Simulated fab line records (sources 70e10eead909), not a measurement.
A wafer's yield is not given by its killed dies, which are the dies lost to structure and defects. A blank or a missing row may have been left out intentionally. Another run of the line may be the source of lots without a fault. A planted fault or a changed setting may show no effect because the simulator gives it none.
Matching of chambers    flow nand harc    rie diel-03 running NHARC_P_M1_DESCUM_14: 4 sister chambers
The step chemistry O2, time 3 s. 4 wafers are shown with their chamber, then 9 later ones without.

## WAFERS, EACH WITH ITS CHAMBER
wafer   chamber  drypump motor current A (A)
L083.6  3        6.0
L084.4  0        4.9
L085.5  2        6.0
L085.6  1        6.1

## WAFERS MISSING THEIR CHAMBER
wafer   drypump motor current A (A)
L089.2  6.1
L089.3  6.1
L089.4  6.0
L091.2  6.0
L091.4  6.1
L091.5  4.9
L097.2  6.2
L097.4  5.0
L097.6  6.0

## CHAMBER TAKEN BY EACH
wafer   from the rows above      in truth
L089.2  1                        1
L089.3  1                        1
L089.4  can't be placed: 2 or 3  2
L091.2  can't be placed: 2 or 3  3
L091.4  1                        1
L091.5  0                        0
L097.2  1                        1
L097.4  0                        0
L097.6  can't be placed: 2 or 3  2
Placed correctly: 6 of 9. Can't be placed from these rows: 3 (the true chamber is among the candidates in 3). Placed wrongly: 0.
How it was worked out, from the rows above alone: a wafer's distance from a chamber is the root of the sum, over the readings, of the square of ((its reading less the chamber's mean) divided by the reading's scatter). The wafer belongs to the nearest chamber; if the next one is less than 2 further off, it can't be placed. Each chamber's mean is taken over the wafers shown for it. The scatter: root of mean squared gap, hidden wafer to nearest shown wafer, with one shown wafer a chamber.
